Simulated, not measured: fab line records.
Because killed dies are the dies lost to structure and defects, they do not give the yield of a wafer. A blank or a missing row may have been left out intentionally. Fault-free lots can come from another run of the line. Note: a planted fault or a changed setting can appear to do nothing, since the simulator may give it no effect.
fab line records	flow n5_finfet
[record] lots = 11	wafers = 33	last_day = 17
route steps=1938 shown BEOL_M6@1198 PASSIVATION@1936
lots that met no fault: taken from a fault-free run of the same line
start_h: hours from the record's first day to the start of the lot's first wafer shown	wait_h: hours elapsed since this lot's preceding step	" the same as in the row above	L1.1+2: several wafers, shown together as one row	- value missing, or start not given	* or withheld: withheld	< > ~ a bound
route shown NAME@n: a module of which the file shows steps, and the number in the route of the first	usual: mean/standard deviation of fault-free wafers	same: alike in all rows	chamber/n: place in a boat	sites: each site's reading	_std_site: standard deviation of those values	_edge_site: the outer-site mean with the inner-site mean subtracted	radius_mm: for every site, how far away it sits from the centre of the wafer	mask NAME#n: copy n	behind: the tool/chamber that last shaped the wafer	hold: the reason the lot was held/the length of the hold in hours/how it ended	device: whichever transistor did not switch (one of n, p or np)	end of line: tests run on the same wafers once the route is complete	a step with no rows: only its recipe	killed: dies that structure and defects cost at the first sort, which is not the same as the wafer's yield	map: dies across one wafer; x = killed, . = not, _ = none there
set.NAME: the setting as run; set.NAME@STEP: as run at that earlier step	model.NAME: the simulator's own value behind a step, which no gauge read
steps of the route over a sample of lots; a table a step, a row a wafer
services: when a tool's chamber went out of use (start_h, in hours from the record's first day, below 0 if earlier), for how many hours, and the reason
[[steps]]
[step N5_BEOL_M6_HM_DEP_02]
[recipe] material = TiN	target_thk_a = 200	temp_c = 25	chamber_pressure_pa = 0.49996
[usual] throttle_valve_pct = 30.2/1.1
lot.wafer	tool	chamber	start_h	wait_h	throttle_valve_pct
L546.1	pvd_sputter-02	-	174.22	0.6	30.5
L546.3	"	-	"	"	31.4
L546.6	"	-	"	"	30.4
L548.1	pvd_sputter-02	-	182.52	1.0	29.0
L548.4	"	-	"	"	31.3
L548.6	"	-	"	"	30.3
L549.2	pvd_sputter-01	-	206.01	0.6	29.3
L549.3	"	-	"	"	31.0
L549.5	"	-	"	"	29.5
L551.2	pvd_sputter-02	-	210.98	0.3	29.1
L551.4	"	-	"	"	30.2
L551.6	"	-	"	"	28.9
L550.1	pvd_sputter-02	-	215.93	3.4	30.6
L550.2	"	-	"	"	29.2
L550.5	"	-	"	"	29.0
L553.3	pvd_sputter-01	-	216.06	0.5	31.1
L553.5	"	-	"	"	31.6
L553.6	"	-	"	"	29.5
L559.1	pvd_sputter-01	-	263.41	1.4	29.4
L559.5	"	-	"	"	31.0
L559.6	"	-	"	"	29.3
L563.1	pvd_sputter-02	-	280.89	1.7	30.3
L563.2	"	-	"	"	31.3
L563.6	"	-	"	"	30.1
L565.2	pvd_sputter-02	-	289.85	0.8	29.9
L565.5	"	-	"	"	29.0
L565.6	"	-	"	"	31.3
L566.3	pvd_sputter-03	-	296.89	0.3	30.1
L566.4	"	-	"	"	28.2
L566.5	"	-	"	"	28.3
L568.1	pvd_sputter-03	-	322.24	0.4	29.5
L568.2	"	-	"	"	28.6
L568.5	"	-	"	"	32.0
[step N5_BEOL_M6_HM_OPEN_17]
[recipe] chemistry = Cl2/BCl3	target_depth_a = 200	overetch_a = 60	target = TiN	mask_material = SOC	ion_energy_ev = 150	pressure_mtorr = 10	icp_w = 1000	bias_w = 126	Cl2_flow_sccm = 53.25	bcl3_flow_sccm = 21.75	Ar_flow_sccm = 25
[usual] drypump_motor_current_A = 5.5/0.3	he_backside_leak_sccm = 3.4/0.37	mfc_ar_sccm = 25.00/0.074	oes_product_au = 0.71/0.064	throttle_valve_pct = 22.08/0.16
lot.wafer	tool	chamber	start_h	wait_h	drypump_motor_current_A	he_backside_leak_sccm	mfc_ar_sccm	oes_product_au	rf_hours_counter_h	throttle_valve_pct
L546.1	rie_metal-02	0	175.08	0.0	6.2	3.4	24.92	0.56	113	22.17
L546.3	"	0	"	"	6.2	3.6	24.93	0.55	-	22.17
L546.6	"	1	"	"	5.3	3.3	24.90	0.81	-	22.39
L548.1	rie_metal-01	0	183.40	0.0	5.1	3.2	25.05	0.74	16	21.95
L548.4	"	0	"	"	5.1	3.2	25.07	0.72	-	21.96
L548.6	"	1	"	"	5.5	3.5	24.88	0.77	-	21.98
L549.2	rie_metal-01	0	206.87	0.0	5.1	3.1	25.10	0.72	19	21.96
L549.3	"	1	"	"	5.5	3.5	25.05	0.76	-	21.99
L549.5	"	0	"	"	5.1	3.3	24.98	0.73	-	21.95
L551.2	rie_metal-03	0	211.72	0.0	5.6	3.8	24.89	0.68	35	22.02
L551.4	"	1	"	"	5.8	3.2	25.13	0.76	-	21.97
L551.6	"	0	"	"	5.7	3.7	25.07	0.68	-	22.02
L550.1	rie_metal-02	0	216.79	0.0	6.3	3.6	25.02	0.55	117	22.19
L550.2	"	0	"	"	6.3	3.7	25.01	0.55	-	22.17
L550.5	"	0	"	"	6.2	3.7	25.09	0.55	-	22.17
L553.3	rie_metal-03	0	216.99	0.1	5.6	3.6	25.01	0.68	-	22.03
L553.5	"	0	"	"	5.6	3.7	25.10	0.69	-	22.04
L553.6	"	1	"	"	5.7	3.4	24.97	0.77	-	21.95
L559.1	rie_metal-01	0	264.44	0.0	5.2	3.1	24.99	0.71	24	21.97
L559.5	"	1	"	"	5.5	3.4	24.91	0.73	-	21.99
L559.6	"	0	"	"	5.1	3.3	25.13	0.70	-	21.98
L563.1	rie_metal-02	1	282.43	0.0	5.3	3.4	24.95	0.77	13	22.41
L563.2	"	1	"	"	5.3	3.4	24.98	0.76	-	22.42
L563.6	"	1	"	"	5.3	3.3	24.95	0.77	-	22.40
L565.2	rie_metal-01	0	290.72	0.0	5.2	3.0	25.02	0.70	26	21.99
L565.5	"	1	"	"	5.5	3.4	25.01	0.72	-	22.00
L565.6	"	0	"	"	5.2	3.1	24.97	0.69	-	21.98
L566.3	rie_metal-03	1	298.16	0.1	5.7	3.2	25.03	0.72	-	21.97
L566.4	"	0	"	"	5.7	3.6	24.96	0.66	-	22.05
L566.5	"	0	"	"	5.7	3.9	25.00	0.67	-	22.05
L568.1	rie_metal-01	1	323.13	0.1	5.5	3.5	24.96	0.72	19	22.00
L568.2	"	0	"	"	5.1	3.0	25.04	0.69	29	21.97
L568.5	"	0	"	"	5.1	3.0	24.99	0.69	-	21.97
[step N5_BEOL_M6_EXPOSE_25]
[recipe] mask_id = V5	na = 0.33	source_shape = annular	sigma_inner = 0.4	sigma_outer = 0.8	polarization = unpolarized	target_cd_nm = 40	dose_mj = 45
[same] na = 0.33
lot.wafer	tool	chamber	start_h	wait_h	mask
L546.1+3+6	euv_scanner-01	0	178.30	-	V5#0
L548.1+4+6	euv_scanner-01	0	184.82	-	V5#0
L549.2+3+5	euv_scanner-02	0	209.53	-	V5#0
L551.2+4+6	euv_scanner-02	0	214.93	-	V5#0
L550.1+2+5	euv_scanner-02	0	217.26	-	V5#0
L553.3+5+6	euv_scanner-02	0	219.81	-	V5#0
L559.1+5+6	euv_scanner-02	0	265.55	-	V5#0
L563.1+2+6	euv_scanner-01	0	282.94	-	V5#0
L565.2+5+6	euv_scanner-01	0	292.75	-	V5#0
L566.3+4+5	euv_scanner-01	0	300.46	-	V5#0
L568.1+2+5	euv_scanner-01	0	325.09	-	V5#0
[step N5_BEOL_M6_CD_MEAS_28]
[recipe] target_cd_nm = 40	landing_energy_ev = 500	detector = se_inlens
[usual] cd_nm = 39.96/0.19
lot.wafer	tool	chamber	start_h	wait_h	cd_nm
L546.1	cd_sem-01	0	178.43	-	40.19
L546.3	"	0	"	"	40.11
L546.6	"	0	"	"	40.10
L548.1	cd_sem-01	0	184.96	-	39.80
L548.4	"	0	"	"	40.14
L548.6	"	0	"	"	39.97
L549.2	cd_sem-03	0	209.66	-	39.87
L549.3	"	0	"	"	39.88
L549.5	"	0	"	"	40.39
L551.2	cd_sem-02	0	215.06	-	39.72
L551.4	"	0	"	"	39.87
L551.6	"	0	"	"	39.68
L550.1	cd_sem-03	0	217.40	-	39.97
L550.2	"	0	"	"	39.89
L550.5	"	0	"	"	39.59
L553.3	cd_sem-02	0	219.93	-	39.88
L553.5	"	0	"	"	40.27
L553.6	"	0	"	"	40.02
L559.1	cd_sem-03	0	265.69	-	40.70
L559.5	"	0	"	"	41.14
L559.6	"	0	"	"	40.72
L563.1	cd_sem-02	0	283.08	-	40.05
L563.2	"	0	"	"	40.09
L563.6	"	0	"	"	40.10
L565.2	cd_sem-03	0	292.88	-	39.83
L565.5	"	0	"	"	39.81
L565.6	"	0	"	"	39.84
L566.3	cd_sem-03	0	300.58	-	39.97
L566.4	"	0	"	"	40.06
L566.5	"	0	"	"	40.04
L568.1	cd_sem-03	0	325.23	-	39.78
L568.2	"	0	"	"	39.95
L568.5	"	0	"	"	40.28
[step N5_BEOL_M6_INSPECT_30]
[recipe] mode = adi	inspect_instrument = brightfield
[usual] raw_defect_count = 404/96
lot.wafer	tool	chamber	start_h	wait_h	raw_defect_count
L546.1	defect_inspect-01	-	178.52	0.1	370
L546.3	"	-	"	"	465
L546.6	"	-	"	"	419
L548.1	defect_inspect-02	-	185.05	0.1	367
L548.4	"	-	"	"	319
L548.6	"	-	"	"	374
L549.2	defect_inspect-01	-	209.76	0.0	374
L549.3	"	-	"	"	552
L549.5	"	-	"	"	406
L551.2	defect_inspect-01	-	215.15	0.0	440
L551.4	"	-	"	"	344
L551.6	"	-	"	"	377
L550.1	defect_inspect-01	-	217.48	0.1	365
L550.2	"	-	"	"	300
L550.5	"	-	"	"	384
L553.3	defect_inspect-02	-	220.02	0.0	287
L553.5	"	-	"	"	282
L553.6	"	-	"	"	312
L559.1	defect_inspect-01	-	265.78	0.1	327
L559.5	"	-	"	"	366
L559.6	"	-	"	"	549
L563.1	defect_inspect-01	-	283.17	0.1	281
L563.2	"	-	"	"	451
L563.6	"	-	"	"	473
L565.2	defect_inspect-01	-	292.97	0.0	673
L565.5	"	-	"	"	378
L565.6	"	-	"	"	495
L566.3	defect_inspect-02	-	300.67	0.0	378
L566.4	"	-	"	"	478
L566.5	"	-	"	"	351
L568.1	defect_inspect-01	-	325.32	0.1	374
L568.2	"	-	"	"	390
L568.5	"	-	"	"	397
[step N5_PASSIVATION_PROBE_49]
[usual] defect_limited_yield = 91.3/1.5	killed_at_M0_to_M3 = 34/11	killed_at_M4_up = 14/6.1	killed_at_contacts = 12/5.9	killed_at_front_end = 39/11	killed_at_other = 4/3.3	killed_dies = 102/18	killed_open = 67/13	killed_short = 33/7.9	sort_bin_5_function = 5.1/1	sort_bin_6_memory = 3.3/0.7	sort_bin_8_speed = 0.1/0.69	sort_n_pass = 1077/19	sort_yield_pct = 91.3/1.6
[same] gross_dies = 1180	killed_at_back_side = 0	sort_bin_4_leakage[%] = 0
lot.wafer	tool	chamber	start_h	wait_h	defect_limited_yield[%]	killed_at_M0_to_M3	killed_at_M4_up	killed_at_contacts	killed_at_front_end	killed_at_other	killed_dies	killed_open	killed_short	sort_bin_5_function[%]	sort_bin_6_memory[%]	sort_bin_8_speed[%]	sort_n_pass	sort_yield_pct[%]
L548.1	prober-01	-	261.02	0.0	90.0	27	10	17	60	4	118	77	41	5.7	4.0	0	1062	90.0
L548.4	prober-01	-	261.17	0.2	90.8	36	8	13	46	6	109	66	42	5.0	3.9	0	1071	90.8
L548.6	prober-01	-	261.27	0.3	92.5	19	18	6	42	4	89	54	28	4.2	2.6	0	1091	92.5
L565.2	prober-01	-	382.66	0.1	90.1	47	13	13	33	11	117	74	43	5.9	3.6	0	1063	90.1
L565.5	prober-01	-	382.81	0.2	92.0	42	12	4	33	3	94	62	31	4.2	3.5	0	1086	92.0
L565.6	prober-01	-	382.86	0.3	91.6	44	18	2	32	3	99	58	35	4.2	3.9	0	1081	91.6
// killed by level:class
L548.1 FIN_SAQP:geometric_particle:open=14 FIN_SAQP:geometric_particle:short=13 STI_FIN_REVEAL:geometric_particle:open=12 MOL_CONTACT_COAG:geometric_particle:open=12 BEOL_M0_SAQP:geometric_particle:open=9 STARTING-WAFER:geometric_particle:short=7 BEOL_M0:geometric_particle:open=6 BEOL_M3:geometric_particle:open=6
L548.4 MOL_CONTACT_COAG:geometric_particle:open=11 FIN_SAQP:geometric_particle:short=10 FIN_SAQP:geometric_particle:open=9 GATE_CUT:geometric_particle:short=8 GATE_CUT:geometric_particle:open=6 BEOL_M0_SAQP:geometric_particle:short=6 BEOL_M0:geometric_particle:open=6 BEOL_M2:geometric_particle:open=6
L548.6 FIN_SAQP:geometric_particle:short=10 FIN_SAQP:geometric_particle:open=10 BEOL_M4:geometric_particle:open=6 HKMG_FIN:area_etch=6 MOL_CONTACT_COAG:geometric_particle:open=5 BEOL_M2:geometric_particle:open=5 BEOL_M7:geometric_particle:open=4 DUMMY_GATE:geometric_particle:open=3
L565.2 BEOL_M2:geometric_particle:open=13 MOL_CONTACT_COAG:geometric_particle:open=12 BEOL_M2:geometric_particle:short=12 BEOL_M3:geometric_particle:open=11 BEOL_M4:geometric_particle:open=9 PASS1_CAP:geometric_particle:short=7 BEOL_M0_SAQP:geometric_particle:short=6 FIN_SAQP:geometric_particle:open=5
L565.5 BEOL_M1:geometric_particle:open=9 STI_FIN_REVEAL:geometric_particle:open=8 BEOL_M0_SAQP:geometric_particle:short=8 BEOL_M3:geometric_particle:open=7 FIN_SAQP:geometric_particle:open=6 BEOL_M2:geometric_particle:short=6 BEOL_M4:geometric_particle:open=6 FIN_SAQP:geometric_particle:short=4
L565.6 BEOL_M2:geometric_particle:open=12 BEOL_M0_SAQP:geometric_particle:short=8 FIN_SAQP:geometric_particle:short=7 STI_FIN_REVEAL:geometric_particle:open=7 BEOL_M0_SAQP:geometric_particle:open=6 BEOL_M3:geometric_particle:open=6 FIN_SAQP:geometric_particle:open=5 BEOL_M4:geometric_particle:short=5
[[services]]
tool	chamber	start_h	hours	kind
euv_scanner-02	-	157.43	1.0	pm
euv_scanner-01	-	159.88	1.0	pm
euv_scanner-01	-	161.50	0.3	repair
euv_scanner-02	-	181.99	1.9	repair
euv_scanner-01	0	195.27	-	calibration
rie_metal-02	1	206.40	14.0	repair
euv_scanner-02	0	212.14	-	calibration
euv_scanner-02	-	215.68	1.0	pm
euv_scanner-01	-	218.13	0.9	repair
rie_metal-02	0	219.95	4.2	repair
euv_scanner-02	-	231.38	24.5	repair
rie_metal-03	-	234.61	0.4	repair
euv_scanner-01	-	261.75	1.1	repair
rie_metal-01	-	263.39	0.9	repair
euv_scanner-02	-	269.73	1.0	pm
rie_metal-02	0	270.09	-	clean
rie_metal-02	0	270.09	14.1	scheduled_down
rie_metal-02	0	270.09	14.1	vent_cycle
euv_scanner-01	-	272.18	1.0	pm
euv_scanner-02	-	276.04	4.6	pm
pvd_sputter-01	-	290.79	0.8	repair
pvd_sputter-01	-	294.87	7.9	repair
[[key]]
[first_sign] step = N5_BEOL_M6_CD_MEAS_28	reading = cd_nm	direction = up	sigmas = 4.7	usual = 39.96	struck = 40.85	through = control_loop
effect none on later readings
met_at N5_BEOL_M6_EXPOSE_25
struck_lots L559
[loop_trim] step = N5_BEOL_M6_EXPOSE_25	setting = dose	lots = L559
not_acting_at N5_BEOL_M6_HM_DEP_02,N5_BEOL_M6_HM_OPEN_17,N5_BEOL_M6_INSPECT_30
onset_between 219.81 265.55
[fault] kind = process_parameter_drift	tool = euv_scanner-02	chamber = -	onset_h = 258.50	steps = N5_BEOL_M6_EXPOSE_25	channel = dose_mj	offset = 1.276	shape = step	acts_in = these_recipes_only	stated = 45
// loop_trim: a control loop set the setting to another value than it would have without faults
